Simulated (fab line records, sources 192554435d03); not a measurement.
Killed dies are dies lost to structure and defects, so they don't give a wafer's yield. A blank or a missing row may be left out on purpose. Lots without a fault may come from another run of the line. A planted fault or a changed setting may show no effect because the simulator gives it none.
A struck lot beside a sound one | flow n5_finfet | 15 steps out of a route of 1938
Sound: wafers L482.1, L482.2, L482.4. Struck: wafers L488.2, L488.3. (L488.5 of the same lot was not struck and is left out.) The cause comes at the end.
At each step with rows: each side's tool, then ch and its chambers, then its first start. Under that, the readings that differ: sound wafers | struck wafers | difference of the means | sigmas: that difference in standard deviations of wafers without a fault.
alike: readings whose means differ by less than 2 such deviations, and words and numbers that are the same on both sides. not compared: withheld readings, readings that some wafer has no value for, bounds like >300 that may hide the same value, and numbers for which the record gives no deviation and whose values overlap.
The two part at a step that has a row with sigmas, a row that says differs or no value, or rows on one side only. Numbers that don't overlap but have no deviation are shown without sigmas and don't part them. A reading that every wafer of one side lacks parts them only if that side has two wafers or more.

first, 4 steps without rows for these wafers: N5_BEOL_M0_CUTY_SOFTBAKE_53 (time 60 s); N5_BEOL_M0_CUTY_EXPOSE_54 (exposes mask M0 ABLK); N5_BEOL_M0_CUTY_PEB_55 (peb time 60 s); N5_BEOL_M0_CUTY_DEVELOP_56 (develop time 30 s).
N5_BEOL_M0_CUTY_CD_MEAS_57: target cd 200 nm.
  sound on cd_sem-01 ch 0, day 6 20:01; struck on cd_sem-01 ch 0, day 8 08:47
  alike: cd_nm
N5_BEOL_M0_CUTY_OVL_MEAS_58:
  sound on overlay-01 ch 0, day 6 20:03; struck on overlay-01 ch 0, day 8 08:49
  alike: M0_ABLK_OVL
N5_BEOL_M0_CUTY_INSPECT_59: inspects for defects (macro).
  sound on defect_inspect-01, day 6 20:04; struck on defect_inspect-01, day 8 08:50
  alike: raw_defect_count
N5_BEOL_M0_CUTY_DESCUM_61: chemistry O2, time 7.9 s.
  sound on rie_diel-02 ch 0,1,2, day 6 20:20; struck on rie_diel-01 ch 2,3, day 8 08:52
  alike: bias_power_w, drypump_motor_current_A, oes_product_au, rf_vpp_V, showerhead_plenum_p_Torr, throttle_valve_pct
  not compared: rf_hours_counter_h
N5_BEOL_M0_CUTY_ETCH_62: etches SiARC in CF4, time 58.5 s.
  sound on rie_diel-02 ch 0,1,2, day 6 20:22; struck on rie_diel-01 ch 2,3, day 8 08:54
  alike: drypump_motor_current_A, etch_rf_on_time_s, oes_product_au, rf_vpp_V, showerhead_plenum_p_Torr, throttle_valve_pct
  not compared: rf_hours_counter_h
N5_BEOL_M0_CUTY_ETCH_63: etches SOC in N2/H2, target depth 82.7 nm, overetch 16.5 nm, time 124 s.
  sound on rie_diel-02 ch 0,1,2, day 6 20:25; struck on rie_diel-01 ch 2,3, day 8 08:57
  alike: drypump_motor_current_A, oes_product_au, rf_vpp_V, showerhead_plenum_p_Torr, throttle_valve_pct
  not compared: rf_hours_counter_h
then, 1 step without rows for these wafers: N5_BEOL_M0_CUTY_STRIP_64 (strips in N2/H2).
N5_BEOL_M0_ETCH_138: etches SiCN in CH3F/O2, target depth 12 nm, time 31.6 s.
  sound on rie_diel-02 ch 0,1,2, day 6 20:32; struck on rie_diel-01 ch 2,3, day 8 09:04
  alike: drypump_motor_current_A, etch_rf_on_time_s, oes_product_au, rf_vpp_V, showerhead_plenum_p_Torr, throttle_valve_pct
  not compared: rf_hours_counter_h
N5_BEOL_M0_HM_OPEN_105: chemistry Cl2/BCl3, target TiN, target depth 12 nm.
  sound on rie_metal-02 ch 0,1, day 6 22:51; struck on rie_metal-02 ch 0, day 8 10:13
  reading                  | sound             | struck      | difference | sigmas
  model.etch.depth_nm (nm) | 11.63 11.49 11.61 | 12.75 12.78 | +1.19      |
  alike: drypump_motor_current_A, oes_product_au, throttle_valve_pct
  not compared: rf_hours_counter_h
N5_BEOL_M0_STRIP_140: strips in CF4.
  sound on rie_diel-01 ch 1,2,3, day 6 23:23; struck on rie_diel-04 ch 1,2, day 8 10:28
  alike: bias_power_w, drypump_motor_current_A, oes_product_au, rf_vpp_V, showerhead_plenum_p_Torr, throttle_valve_pct
  not compared: rf_hours_counter_h
-- the record jumps here: 2 days lie between the struck wafers' starts before and after (it left off in module BEOL_M0 and takes up again in module BEOL_M4, whose first step shown is number 1111 of the route) --
N5_BEOL_M4_RC_MEAS_101:
  sound on prober-02 ch 0, day 9 06:02; struck on prober-02 ch 0, day 10 18:48
  alike: DIBL_N, DIBL_P, IOFF_N, IOFF_P, ION_N, ION_P, SS_N, SS_P, VT_N, VT_P

WHERE THEY PART
Nowhere in this record.

WHY: what the simulator had put in
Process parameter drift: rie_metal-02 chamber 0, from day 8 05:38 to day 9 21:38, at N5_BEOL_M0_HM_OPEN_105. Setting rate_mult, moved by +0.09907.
